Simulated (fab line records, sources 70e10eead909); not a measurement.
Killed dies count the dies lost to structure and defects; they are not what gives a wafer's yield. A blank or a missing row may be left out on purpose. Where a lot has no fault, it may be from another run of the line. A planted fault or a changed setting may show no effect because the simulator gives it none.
Which tool was responsible? | flow nand_harc | 24 lots, 72 wafers sampled, at 6 steps of a route of 1302

## WHAT THE GAUGES SHOWED, per wafer
NHARC_P_ZERO_WELL_CD_MEAS_11 targets a cd of 500 nm. Usual: cd_nm 500.1 nm, standard deviation 1.4.
lot  | measured     | on        | cd_nm (nm)        | flag
L074 | day 1 21:08  | cd_sem-01 | 502.4 500.0 501.1 |
L075 | day 2 07:07  | cd_sem-01 | 501.5 498.9 498.2 |
L076 | day 2 17:14  | cd_sem-01 | 498.8 499.8 500.1 |
L077 | day 3 03:15  | cd_sem-03 | 500.8 502.4 503.9 |
L078 | day 3 13:07  | cd_sem-01 | 500.7 502.3 498.4 |
L079 | day 3 23:07  | cd_sem-03 | 495.9 500.7 500.8 |
L080 | day 4 09:14  | cd_sem-02 | 501.1 502.9 499.2 |
L081 | day 4 19:07  | cd_sem-01 | 498.6 500.9 500.3 |
L082 | day 5 05:14  | cd_sem-02 | 499.5 500.3 497.6 |
L083 | day 5 15:07  | cd_sem-03 | 500.3 500.2 500.3 |
L084 | day 6 01:15  | cd_sem-01 | 498.5 498.0 502.2 |
L085 | day 6 11:19  | cd_sem-03 | 501.6 501.1 499.9 |
L086 | day 6 21:08  | cd_sem-02 | 499.7 499.9 502.0 |
L087 | day 7 07:14  | cd_sem-03 | 498.5 499.4 499.5 |
L088 | day 7 17:07  | cd_sem-01 | 499.4 499.1 499.6 |
L089 | day 8 03:19  | cd_sem-01 | 501.9 502.6 500.4 |
L090 | day 8 13:08  | cd_sem-01 | 500.2 497.8 500.0 |
L091 | day 8 23:19  | cd_sem-01 | 500.5 498.0 499.0 |
L092 | day 9 09:15  | cd_sem-02 | 496.9 500.7 496.0 |
L093 | day 9 19:14  | cd_sem-02 | 502.4 498.8 500.1 |
L094 | day 10 05:18 | cd_sem-02 | 499.8 499.8 502.3 |
L095 | day 10 15:15 | cd_sem-02 | 497.1 500.2 498.4 |
L096 | day 11 01:17 | cd_sem-01 | 500.2 500.2 498.7 |
L097 | day 11 11:11 | cd_sem-03 | 499.8 499.4 501.1 |

NHARC_P_ZERO_WELL_CD_MEAS_52 targets a cd of 2000 nm. Usual: cd_nm 1999.5 nm, standard deviation 1.7.
lot  | measured     | on        | cd_nm (nm)           | flag
L074 | day 2 01:37  | cd_sem-02 | 1997.2 2001.1 1997.9 |
L075 | day 2 11:44  | cd_sem-03 | 2000.3 2000.1 2001.5 |
L076 | day 2 22:03  | cd_sem-02 | 1996.0 1996.5 1998.3 |
L077 | day 3 07:53  | cd_sem-01 | 2000.7 2000.8 2000.2 |
L078 | day 3 17:55  | cd_sem-01 | 2001.3 2002.2 1999.6 |
L079 | day 4 03:44  | cd_sem-01 | 1998.0 1997.0 1998.1 |
L080 | day 4 13:38  | cd_sem-01 | 1999.7 1997.4 1998.2 |
L081 | day 4 23:29  | cd_sem-03 | 1997.0 1999.4 1997.9 |
L082 | day 5 09:38  | cd_sem-01 | 1998.4 1998.9 1998.0 |
L083 | day 5 19:40  | cd_sem-02 | 1999.8 2000.9 1997.8 |
L084 | day 6 05:49  | cd_sem-02 | 1995.9 1998.7 1999.0 |
L085 | day 6 15:44  | cd_sem-02 | 2000.9 2001.2 1999.2 |
L086 | day 7 02:07  | cd_sem-02 | 2000.6 1998.8 1997.4 |
L087 | day 7 13:11  | cd_sem-03 | 1999.9 1998.0 2001.6 |
L088 | day 7 21:53  | cd_sem-03 | 1999.0 1999.0 1998.4 |
L089 | day 8 07:55  | cd_sem-01 | 1998.1 1998.1 1998.9 |
L090 | day 8 17:47  | cd_sem-01 | 2001.7 2001.0 2002.1 |
L091 | day 9 04:04  | cd_sem-01 | 2000.8 1998.4 1997.0 |
L092 | day 9 13:39  | cd_sem-03 | 2000.6 2003.4 2001.4 |
L093 | day 9 23:29  | cd_sem-02 | 1998.1 1997.7 1997.4 |
L094 | day 10 11:55 | cd_sem-03 | 1999.7 2000.4 1998.7 |
L095 | day 10 20:14 | cd_sem-02 | 1998.4 2002.0 2000.7 |
L096 | day 11 05:49 | cd_sem-02 | 1999.7 2002.8 1999.4 |
L097 | day 11 15:57 | cd_sem-03 | 1999.0 1999.3 2000.4 |

NHARC_P_STI_INSPECT_11. Usual: raw_defect_count 5.8, standard deviation 2.9.
lot  | measured     | on                | raw_defect_count | flag
L074 | day 2 20:35  | defect_inspect-02 | 2 4 3            |
L075 | day 3 07:34  | defect_inspect-02 | 4 2 9            |
L076 | day 3 18:03  | defect_inspect-01 | 5 7 5            |
L077 | day 4 02:37  | defect_inspect-02 | 5 2 6            |
L078 | day 4 12:06  | defect_inspect-01 | 3 5 4            |
L079 | day 4 22:43  | defect_inspect-01 | 7 5 5            |
L080 | day 5 07:41  | defect_inspect-01 | 6 6 5            |
L081 | day 5 15:56  | defect_inspect-02 | 5 2 2            |
L082 | day 6 05:35  | defect_inspect-01 | 2 1 5            |
L083 | day 6 13:17  | defect_inspect-01 | 3 4 6            |
L084 | day 7 00:58  | defect_inspect-02 | 12 4 5           |
L085 | day 7 09:48  | defect_inspect-02 | 4 4 5            |
L086 | day 7 19:02  | defect_inspect-01 | 5 14 7           |
L087 | day 8 06:23  | defect_inspect-01 | 3 2 6            |
L088 | day 8 14:43  | defect_inspect-02 | 7 7 9            |
L089 | day 9 01:17  | defect_inspect-02 | 12 6 9           |
L090 | day 9 10:16  | defect_inspect-02 | 5 8 6            |
L091 | day 9 20:30  | defect_inspect-01 | 5 7 8            |
L092 | day 10 09:17 | defect_inspect-01 | 8 4 9            |
L093 | day 10 20:24 | defect_inspect-01 | 6 3 6            |
L094 | day 11 05:41 | defect_inspect-01 | 2 7 8            |
L095 | day 11 16:20 | defect_inspect-02 | 14 6 7           |
L096 | day 12 00:02 | defect_inspect-01 | 2 10 5           |
L097 | day 12 12:54 | defect_inspect-01 | 11 4 3           |

NHARC_P_GATE_INSPECT_68. Usual: raw_defect_count 219, standard deviation 80.
lot  | measured     | on                | raw_defect_count | flag
L074 | day 5 23:47  | defect_inspect-01 | 104 96 128       |
L075 | day 6 02:20  | defect_inspect-02 | 293 150 137      |
L076 | day 6 20:28  | defect_inspect-01 | 156 114 305      |
L077 | day 6 21:19  | defect_inspect-02 | 230 154 211      |
L078 | day 7 07:42  | defect_inspect-02 | 227 212 301      |
L079 | day 7 23:49  | defect_inspect-01 | 152 182 342      |
L080 | day 8 07:05  | defect_inspect-02 | 274 259 140      |
L081 | day 8 13:17  | defect_inspect-01 | 144 304 200      |
L082 | day 9 01:05  | defect_inspect-01 | 127 237 160      |
L083 | day 9 08:06  | defect_inspect-02 | 527 193 243      |
L084 | day 9 20:03  | defect_inspect-02 | 147 170 179      |
L085 | day 10 12:39 | defect_inspect-01 | 147 107 246      |
L086 | day 10 17:23 | defect_inspect-01 | 299 271 250      |
L087 | day 11 21:21 | defect_inspect-01 | 214 204 165      |
L088 | day 11 22:41 | defect_inspect-02 | 216 237 419      |
L089 | day 11 21:55 | defect_inspect-01 | 246 107 265      |
L090 | day 12 08:04 | defect_inspect-01 | 155 284 214      |
L091 | day 12 19:59 | defect_inspect-01 | 474 172 449      |
L092 | day 13 08:04 | defect_inspect-02 | 160 214 295      |
L093 | day 13 16:22 | defect_inspect-02 | 200 162 144      |
L094 | day 14 19:14 | defect_inspect-02 | 230 121 162      |
L095 | day 15 00:23 | defect_inspect-01 | 169 227 189      |
L096 | day 15 01:52 | defect_inspect-02 | 338 287 273      |
L097 | day 15 20:49 | defect_inspect-01 | 236 319 388      |

## EACH LOT AND THE TOOL THAT RAN IT (in order: tool; ch and the chambers of the sampled wafers; start)
lot  | NHARC_P_ZERO_WELL_DESCUM_13        | NHARC_P_GATE_DESCUM_13
L074 | rie_diel-09 ch 0,1,3, day 1 21:17  | rie_diel-08 ch 3, day 4 13:45
L075 | rie_diel-09 ch 2,3, day 2 07:17    | rie_diel-10 ch 0,1, day 4 18:02
L076 | rie_diel-05 ch 0,1,2, day 2 17:25  | rie_diel-10 ch 1,2, day 5 07:50
L077 | rie_diel-09 ch 0,1, day 3 03:24    | rie_diel-10 ch 2,3, day 5 12:59
L078 | rie_diel-09 ch 1,2,3, day 3 13:23  | rie_diel-01 ch 0,1,2, day 5 23:02
L079 | rie_diel-02 ch 1,2, day 3 23:17    | rie_diel-08 ch 1,2, day 6 15:12
L080 | rie_diel-09 ch 0,1,2, day 4 09:25  | rie_diel-10 ch 0,2,3, day 6 22:38
L081 | rie_diel-02 ch 1,3, day 4 19:17    | rie_diel-01 ch 0,1,3, day 7 03:19
L082 | rie_diel-09 ch 0,2, day 5 05:23    | rie_diel-10 ch 2,3, day 7 16:40
L083 | rie_diel-09 ch 0,1,2, day 5 15:16  | rie_diel-10 ch 1,2, day 7 23:53
L084 | rie_diel-09 ch 1,2, day 6 01:25    | rie_diel-10 ch 0,1,2, day 8 11:21
L085 | rie_diel-05 ch 0,2,3, day 6 11:28  | rie_diel-01 ch 0,2,3, day 8 20:08
L086 | rie_diel-05 ch 1,2, day 6 21:22    | rie_diel-10 ch 0,1, day 9 06:23
L087 | rie_diel-05 ch 0,2,3, day 7 07:24  | rie_diel-10 ch 0,1, day 10 11:01
L088 | rie_diel-09 ch 1,2,3, day 7 17:17  | rie_diel-08 ch 0,2,3, day 10 11:01
L089 | rie_diel-05 ch 0,3, day 8 03:28    | rie_diel-01 ch 2,3, day 10 11:04
L090 | rie_diel-09 ch 0,2, day 8 13:18    | rie_diel-01 ch 0,1,3, day 10 23:41
L091 | rie_diel-02 ch 0,1,3, day 8 23:29  | rie_diel-01 ch 0,1, day 11 11:28
L092 | rie_diel-05 ch 0,1,2, day 9 09:27  | rie_diel-10 ch 0,1,2, day 11 23:55
L093 | rie_diel-09 ch 1,2, day 9 19:23    | rie_diel-01 ch 0,1,2, day 12 08:26
L094 | rie_diel-09 ch 0,1,2, day 10 07:16 | rie_diel-01 ch 0,1,2, day 13 01:25
L095 | rie_diel-09 ch 0,2,3, day 10 15:46 | rie_diel-08 ch 0,1,2, day 13 08:12
L096 | rie_diel-09 ch 0,1,2, day 11 01:26 | rie_diel-10 ch 0,1,3, day 13 14:55
L097 | rie_diel-05 ch 1,2, day 11 11:20   | rie_diel-10 ch 0,1,2, day 14 09:26
- NHARC_P_ZERO_WELL_DESCUM_13: chemistry O2, time 3 s.
- NHARC_P_GATE_DESCUM_13: chemistry O2, time 3 s.

## AS READ BY THE TOOLS THEMSELVES (means over the sampled wafers that have a number; for cases with no such wafer, the mark the record gives instead)
NHARC_P_ZERO_WELL_DESCUM_13. Usual: drypump_motor_current_A 5.7 A, standard deviation 0.45; mfc_ar_sccm 0.006 sccm, standard deviation 0.0082; oes_product_au 1.002 a.u., standard deviation 0.0087; rf_vpp_V 57.6 V, standard deviation 0.88; showerhead_plenum_p_Torr 1.91 Torr, standard deviation 0.074; throttle_valve_pct 11.310 %, standard deviation 0.009.
lot  | tool        | drypump_motor_current_A (A) | mfc_ar_sccm (sccm) | oes_product_au (a.u.) | rf_vpp_V (V) | showerhead_plenum_p_Torr (Torr) | throttle_valve_pct (%) | flag
L074 | rie_diel-09 | 5.5                         | 0.003              | 1.004                 | 57.6         | 1.93                            | 11.312                 |
L075 | rie_diel-09 | 5.7                         | 0.008              | 1.006                 | 58.0         | 1.96                            | 11.308                 |
L076 | rie_diel-05 | 6.0                         | 0.011              | 0.996                 | 56.2         | 1.81                            | 11.310                 |
L077 | rie_diel-09 | 6.0                         | 0.005              | 1.006                 | 58.5         | 1.89                            | 11.320                 |
L078 | rie_diel-09 | 5.4                         | 0.004              | 0.999                 | 57.8         | 1.94                            | 11.319                 |
L079 | rie_diel-02 | 5.4                         | 0.000              | 1.004                 | 56.6         | 1.84                            | 11.316                 |
L080 | rie_diel-09 | 5.9                         | 0.007              | 1.013                 | 57.9         | 1.90                            | 11.306                 |
L081 | rie_diel-02 | 5.9                         | 0.000              | 1.006                 | 57.4         | 1.82                            | 11.313                 |
L082 | rie_diel-09 | 6.2                         | 0.009              | 1.003                 | 57.3         | 1.90                            | 11.308                 |
L083 | rie_diel-09 | 5.9                         | 0.007              | 0.998                 | 57.2         | 1.90                            | 11.301                 |
L084 | rie_diel-09 | 5.8                         | 0.008              | 0.998                 | 57.3         | 1.91                            | 11.309                 |
L085 | rie_diel-05 | 5.9                         | 0.004              | 1.003                 | 57.1         | 1.96                            | 11.315                 |
L086 | rie_diel-05 | 6.1                         | 0.021              | 0.998                 | 58.2         | 1.91                            | 11.307                 |
L087 | rie_diel-05 | 5.9                         | 0.004              | 1.002                 | 58.2         | 1.96                            | 11.305                 |
L088 | rie_diel-09 | 5.4                         | 0.004              | 1.005                 | 58.4         | 1.93                            | 11.313                 |
L089 | rie_diel-05 | 5.8                         | 0.008              | 0.992                 | 57.6         | 1.93                            | 11.313                 |
L090 | rie_diel-09 | 6.2                         | 0.009              | 1.014                 | 58.2         | 1.89                            | 11.316                 |
L091 | rie_diel-02 | 6.0                         | 0.000              | 1.008                 | 57.1         | 1.82                            | 11.312                 |
L092 | rie_diel-05 | 6.0                         | 0.011              | 0.996                 | 58.1         | 1.90                            | 11.314                 |
L093 | rie_diel-09 | 5.7                         | 0.008              | 1.009                 | 57.4         | 1.91                            | 11.308                 |
L094 | rie_diel-09 | 5.9                         | 0.007              | 1.010                 | 56.8         | 1.89                            | 11.315                 |
L095 | rie_diel-09 | 5.8                         | 0.007              | 1.007                 | 58.0         | 1.93                            | 11.322                 |
L096 | rie_diel-09 | 5.9                         | 0.007              | 1.006                 | 57.8         | 1.88                            | 11.307                 |
L097 | rie_diel-05 | 6.1                         | 0.021              | 0.991                 | 57.4         | 1.90                            | 11.305                 |

NHARC_P_GATE_DESCUM_13. Usual: drypump_motor_current_A 5.7 A, standard deviation 0.42; mfc_ar_sccm 0.009 sccm, standard deviation 0.013; oes_product_au 1.001 a.u., standard deviation 0.0091; rf_vpp_V 57.9 V, standard deviation 0.91; showerhead_plenum_p_Torr 1.92 Torr, standard deviation 0.088; throttle_valve_pct 11.311 %, standard deviation 0.0094.
lot  | tool        | drypump_motor_current_A (A) | mfc_ar_sccm (sccm) | oes_product_au (a.u.) | rf_vpp_V (V) | showerhead_plenum_p_Torr (Torr) | throttle_valve_pct (%) | flag
L074 | rie_diel-08 | 6.5                         | 0.013              | 0.998                 | 57.2         | 1.95                            | 11.319                 |
L075 | rie_diel-10 | 5.3                         | 0.004              | 0.995                 | 57.8         | 1.87                            | 11.310                 |
L076 | rie_diel-10 | 5.4                         | 0.004              | 0.991                 | 58.2         | 1.94                            | 11.307                 |
L077 | rie_diel-10 | 5.4                         | 0.000              | 0.995                 | 58.1         | 2.05                            | 11.306                 |
L078 | rie_diel-01 | 6.0                         | 0.013              | 1.004                 | 57.4         | 1.90                            | 11.312                 |
L079 | rie_diel-08 | 6.2                         | 0.013              | 1.002                 | 56.8         | 1.83                            | 11.318                 |
L080 | rie_diel-10 | 5.3                         | 0.000              | 0.992                 | 57.6         | 1.98                            | 11.311                 |
L081 | rie_diel-01 | 5.9                         | 0.023              | 0.997                 | 58.4         | 1.87                            | 11.316                 |
L082 | rie_diel-10 | 5.4                         | 0.000              | 1.000                 | 58.7         | 2.05                            | 11.307                 |
L083 | rie_diel-10 | 5.4                         | 0.002              | 1.019                 | 58.6         | 1.99                            | 11.321                 |
L084 | rie_diel-10 | 5.3                         | 0.002              | 1.004                 | 58.4         | 1.92                            | 11.313                 |
L085 | rie_diel-01 | 6.2                         | 0.010              | 1.003                 | 58.0         | 1.95                            | 11.317                 |
L086 | rie_diel-10 | 5.3                         | 0.004              | 0.992                 | 57.9         | 1.87                            | 11.308                 |
L087 | rie_diel-10 | 5.3                         | 0.002              | 0.992                 | 58.2         | 1.86                            | 11.318                 |
L088 | rie_diel-08 | 6.0                         | 0.010              | 1.008                 | 58.3         | 1.92                            | 11.305                 |
L089 | rie_diel-01 | 6.2                         | 0.010              | 1.008                 | 57.9         | 2.00                            | 11.303                 |
L090 | rie_diel-01 | 5.9                         | 0.023              | 1.011                 | 57.9         | 1.87                            | 11.312                 |
L091 | rie_diel-01 | 5.9                         | 0.013              | 1.005                 | 57.5         | 1.84                            | 11.314                 |
L092 | rie_diel-10 | 5.3                         | 0.002              | 0.997                 | 58.3         | 1.92                            | 11.311                 |
L093 | rie_diel-01 | 6.0                         | 0.013              | 1.005                 | 57.1         | 1.89                            | 11.316                 |
L094 | rie_diel-01 | 6.0                         | 0.013              | 1.002                 | 57.6         | 1.89                            | 11.312                 |
L095 | rie_diel-08 | 6.0                         | 0.012              | 1.007                 | 57.4         | 1.88                            | 11.313                 |
L096 | rie_diel-10 | 5.3                         | 0.002              | 0.999                 | 58.7         | 1.93                            | 11.307                 |
L097 | rie_diel-10 | 5.3                         | 0.002              | 0.999                 | 57.3         | 1.92                            | 11.305                 |

## THE ANSWER, worked out from the rows above alone
Rule: a lot is off if the mean of its wafers that have a number lies more than 3 standard deviations from the usual mean. A lot without any number at a reading at which 4 lots or more have one is off too. The other lots that the step has rows for count as sound. The gauges are gone through in route order, then the tools' own readings, and for those a lot's mean is taken as printed above. The first step at which some lot is off is used, and at that step the reading that is off furthest; a lot without a number counts as furthest.
No lot is off at any reading shown: from this, nothing can be told.

## WHAT WAS PUT IN BY THE SIMULATOR
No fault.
